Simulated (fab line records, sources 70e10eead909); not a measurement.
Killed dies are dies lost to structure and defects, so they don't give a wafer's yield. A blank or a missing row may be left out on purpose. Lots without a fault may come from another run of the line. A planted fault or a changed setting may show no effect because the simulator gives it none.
fab line records | flow nand_harc | part 2 of 2: steps 24 to 29 of 29
record lots=5 wafers=15 last_day=24
route steps=1159 shown A_STAIRCASE@530
lots that met no fault: from a run of the same line without faults
start_h: hours from the record's first day to the start of the lot's first wafer shown | wait_h: hours since the lot's step before | " the same as in the row above | L1.1+2: a row that stands for several wafers | - no value, or no start given | * or withheld: withheld | < > ~ a bound
route shown NAME@n: a module of which the file shows steps, and the number in the route of the first | usual: mean/standard deviation of fault-free wafers | same: alike in all rows | chamber/n: place in a boat | sites: the reading at each site | _std_site: their standard deviation | _edge_site: outer sites' mean less inner sites' | radius_mm: how far each site lies from the wafer's centre | mask NAME#n: copy n | behind: the tool/chamber that last shaped the wafer | hold: why the lot was held/for how many hours/how that ended | device: the transistor (n, p or np) that didn't switch | end of line: the same wafers' tests at the end of the route | a step without rows: its recipe alone | killed: dies lost to structure and defects at the first sort, not the wafer's yield | map: a wafer's dies, x killed, . not, _ none there
set.NAME: the setting as run; set.NAME@STEP: as run at that earlier step | model.NAME: the simulator's own value behind a step, which no gauge read
lots at some steps of the route; a table a step, a row a wafer
services: from which hour (start_h, from the record's first day; less than 0 if before it) a tool's chamber was out of use, for how many hours, and why
## steps
# step NHARC_A_STAIRCASE_TRIM_18
# recipe time_s=211.2 o2_flow_sccm=500 ar_flow_sccm=0 bias_w=0 chemistry=O2
# usual drypump_motor_current_A=5.6/0.42 oes_product_au=1.001/0.009 rf_vpp_V=57.9/0.82 showerhead_plenum_p_Torr=3.59/0.13 throttle_valve_pct=17.036/0.0098
# columns lot.wafer tool chamber start_h wait_h drypump_motor_current_A oes_product_au rf_hours_counter_h rf_vpp_V showerhead_plenum_p_Torr throttle_valve_pct
L080.4 rie_diel-07 0 - - 5.6 1.007 10 59.0 3.55 17.024
L080.1 " 1 " " 5.7 0.987 10 58.2 3.69 17.034
L080.6 " 2 " " 5.2 0.994 - 59.1 3.77 17.040
L089.1 rie_diel-07 3 - - 6.4 0.994 34 57.9 3.64 17.039
L089.2 " 1 " " 5.7 1.005 31 58.5 3.67 17.040
L089.3 " 2 " " 5.2 0.985 33 58.6 3.75 17.049
L093.4 rie_diel-10 3 - - 5.5 1.006 54 57.8 3.58 17.027
L093.1 " 1 " " 5.3 1.005 58 58.3 3.65 17.037
L093.3 " 2 " " 5.7 0.992 58 56.5 3.30 17.053
L095.1 rie_diel-10 1 - - 5.4 1.003 2 57.2 3.65 17.044
L095.6 " 2 " " 5.7 0.991 - 55.8 3.30 17.050
L095.5 " 3 " " 5.4 1.018 - 57.6 3.58 17.022
L097.3 rie_diel-10 2 - - 5.7 0.995 5 57.1 3.30 17.040
L097.2 " 3 " " 5.4 1.016 4 57.9 3.58 17.038
L097.1 " 1 " " 5.4 1.002 4 60.2 3.65 17.021
# step NHARC_A_STAIRCASE_ETCH_19
# recipe target_depth_a=1000 time_s=40.5 ion_energy_ev=400 c4f8_flow_sccm=20 o2_flow_sccm=10 ar_flow_sccm=withheld rf_w=600 bias_w=1000 chemistry=C4F8/O2
# usual oes_product_au=0.941/0.011 rf_vpp_V=898/5
# columns lot.wafer tool chamber start_h wait_h oes_product_au rf_hours_counter_h rf_vpp_V
L080.1 rie_diel-07 0 - - 0.949 11 898
L080.4 " 1 " " 0.935 10 901
L080.6 " 1 " " 0.937 - 901
L089.3 rie_diel-07 0 - - 0.933 33 896
L089.2 " 1 " " 0.928 31 902
L089.1 " 2 " " 0.925 33 904
L093.4 rie_diel-10 3 - - 0.954 54 897
L093.1 " 0 " " 0.959 58 896
L093.3 " 2 " " 0.945 58 887
L095.1 rie_diel-10 2 - - 0.926 3 887
L095.6 " 2 " " 0.933 - 887
L095.5 " 3 " " 0.954 - 898
L097.3 rie_diel-10 1 - - 0.948 4 899
L097.1 " 2 " " 0.939 5 887
L097.2 " 0 " " 0.945 4 896
# step NHARC_A_STAIRCASE_TRIM_20
# recipe time_s=211.2 o2_flow_sccm=500 ar_flow_sccm=0 bias_w=0 chemistry=O2
# usual drypump_motor_current_A=5.6/0.46 oes_product_au=0.998/0.0084 rf_vpp_V=57.9/0.91 showerhead_plenum_p_Torr=3.60/0.13 throttle_valve_pct=17.038/0.0091
# columns lot.wafer tool chamber start_h wait_h drypump_motor_current_A oes_product_au rf_hours_counter_h rf_vpp_V showerhead_plenum_p_Torr throttle_valve_pct
L080.1 rie_diel-09 1 274.53 0.1 5.0 1.004 3 58.5 3.39 17.026
L080.4 " 3 " " 5.4 0.992 - 57.8 3.58 17.033
L080.6 " 1 " " 5.0 1.008 - 57.7 3.39 17.042
L089.1 rie_diel-07 1 343.17 0.1 5.7 1.000 32 59.3 3.67 17.036
L089.3 " 2 " " 5.2 0.982 33 57.6 3.75 17.028
L089.2 " 3 " " 6.5 1.005 35 58.2 3.64 17.019
L093.4 rie_diel-07 3 348.02 0.1 6.5 0.997 36 58.2 3.64 17.041
L093.3 " 0 " " 5.6 0.998 35 56.8 3.54 17.046
L093.1 " 2 " " 5.2 0.982 35 57.0 3.75 17.038
L095.1 rie_diel-07 1 368.91 0.1 5.7 0.998 44 59.6 3.67 17.046
L095.6 " 1 " " 5.7 0.988 - 57.8 3.67 17.048
L095.5 " 2 " " 5.2 0.992 - 58.7 3.75 17.028
L097.1 rie_diel-10 1 375.79 0.1 5.4 1.011 5 58.6 3.65 17.039
L097.2 " 2 " " 5.7 0.991 5 57.5 3.30 17.025
L097.3 " 0 " " 5.4 1.009 4 57.6 3.55 17.037
# step NHARC_A_STAIRCASE_ETCH_21
# recipe target_depth_a=1000 time_s=40.5 ion_energy_ev=400 c4f8_flow_sccm=20 o2_flow_sccm=10 ar_flow_sccm=withheld rf_w=600 bias_w=1000 chemistry=C4F8/O2
# usual oes_product_au=0.940/0.017 rf_vpp_V=899/4.8
# columns lot.wafer tool chamber start_h wait_h oes_product_au rf_hours_counter_h rf_vpp_V
L080.1 rie_diel-09 2 - - 0.949 4 901
L080.4 " 2 " " 0.946 - 900
L080.6 " 1 " " 0.938 - 892
L089.1 rie_diel-07 0 - - 0.935 33 897
L089.2 " 1 " " 0.936 32 901
L089.3 " 2 " " 0.929 33 905
L093.4 rie_diel-07 1 - - 0.923 33 901
L093.3 " 2 " " 0.910 35 903
L093.1 " 0 " " 0.923 35 896
L095.1 rie_diel-07 1 - - 0.923 44 902
L095.5 " 0 " " 0.938 - 896
L095.6 " 1 " " 0.918 - 903
L097.2 rie_diel-10 3 - - 0.942 4 897
L097.3 " 0 " " 0.944 4 897
L097.1 " 1 " " 0.925 5 900
# step NHARC_A_STAIRCASE_TRIM_22
# recipe time_s=211.2 o2_flow_sccm=500 ar_flow_sccm=0 bias_w=0 chemistry=O2
# usual drypump_motor_current_A=5.6/0.46 oes_product_au=0.998/0.0095 rf_vpp_V=58.0/0.89 showerhead_plenum_p_Torr=3.60/0.13 throttle_valve_pct=17.037/0.01
# columns lot.wafer tool chamber start_h wait_h drypump_motor_current_A oes_product_au rf_hours_counter_h rf_vpp_V showerhead_plenum_p_Torr throttle_valve_pct
L080.1 rie_diel-09 1 - - 5.0 0.999 4 57.9 3.38 17.034
L080.6 " 2 " " 6.4 1.013 - 57.3 3.64 17.044
L080.4 " 3 " " 5.4 0.984 - 57.2 3.58 17.035
L089.2 rie_diel-07 2 - - 5.2 0.971 33 58.6 3.75 17.028
L089.3 " 3 " " 6.4 0.988 35 58.4 3.64 17.029
L089.1 " 1 " " 5.7 0.993 32 58.2 3.67 17.030
L093.1 rie_diel-07 0 - - 5.5 0.998 35 58.0 3.54 17.032
L093.4 " 1 " " 5.7 0.996 34 58.8 3.67 17.040
L093.3 " 3 " " 6.5 0.994 37 57.8 3.64 17.044
L095.1 rie_diel-07 1 - - 5.6 0.994 44 57.9 3.67 17.044
L095.6 " 2 " " 5.2 0.990 - 59.7 3.74 17.038
L095.5 " 3 " " 6.5 1.002 - 58.8 3.63 17.020
L097.1 rie_diel-10 3 - - 5.5 1.016 5 58.2 3.57 17.029
L097.2 " 0 " " 5.3 1.016 4 57.2 3.55 17.039
L097.3 " 1 " " 5.3 0.998 5 58.8 3.65 17.035
# step NHARC_A_STAIRCASE_ETCH_23
# recipe target_depth_a=1000 time_s=40.5 ion_energy_ev=400 c4f8_flow_sccm=20 o2_flow_sccm=10 ar_flow_sccm=withheld rf_w=600 bias_w=1000 chemistry=C4F8/O2
# usual oes_product_au=0.938/0.012 rf_vpp_V=898/4.9
# columns lot.wafer tool chamber start_h wait_h oes_product_au rf_hours_counter_h rf_vpp_V
L080.1 rie_diel-09 1 - - 0.928 8 889
L080.6 " 2 " " 0.932 - 901
L080.4 " 3 " " 0.918 - 896
L089.2 rie_diel-07 1 - - 0.944 32 900
L089.1 " 2 " " 0.922 33 904
L089.3 " 3 " " 0.934 35 900
L093.4 rie_diel-07 2 - - 0.936 35 905
L093.3 " 3 " " 0.937 37 900
L093.1 " 0 " " 0.945 35 897
L095.1 rie_diel-07 1 - - 0.929 44 900
L095.5 " 0 " " 0.940 - 896
L095.6 " 1 " " 0.924 - 900
L097.1 rie_diel-10 3 - - 0.944 5 897
L097.2 " 0 " " 0.944 4 897
L097.3 " 1 " " 0.935 5 901
## services
# columns tool chamber start_h hours kind
rie_diel-09 - 254.17 9.0 pm
krf_scanner-01 - 256.01 4.0 pm
rie_diel-10 0 259.10 - clean
rie_diel-10 1 259.10 - clean
rie_diel-10 2 259.10 - clean
wet_bench-05 - 263.32 1.5 repair
rie_diel-10 3 270.08 9.6 repair
plasma_asher-01 - 276.74 9.0 pm
krf_scanner-03 - 280.62 1.7 repair
wet_bench-09 - 288.80 8.0 pm
rie_diel-10 0 290.46 1.5 repair
rie_diel-10 - 304.83 1.8 repair
wet_bench-03 - 322.40 8.0 pm
litho_track-02 - 340.00 7.0 pm
krf_scanner-03 - 348.03 0.1 repair
krf_scanner-03 - 348.16 4.0 pm
rie_diel-10 - 353.62 9.0 pm
plasma_asher-02 - 360.00 9.0 pm
krf_scanner-01 - 361.58 3.5 repair
litho_track-07 - 364.01 7.0 pm
krf_scanner-02 - 364.57 5.7 repair
krf_scanner-01 - 367.23 0.8 repair
wet_bench-05 - 372.80 8.0 pm
krf_scanner-01 - 376.06 0.8 repair
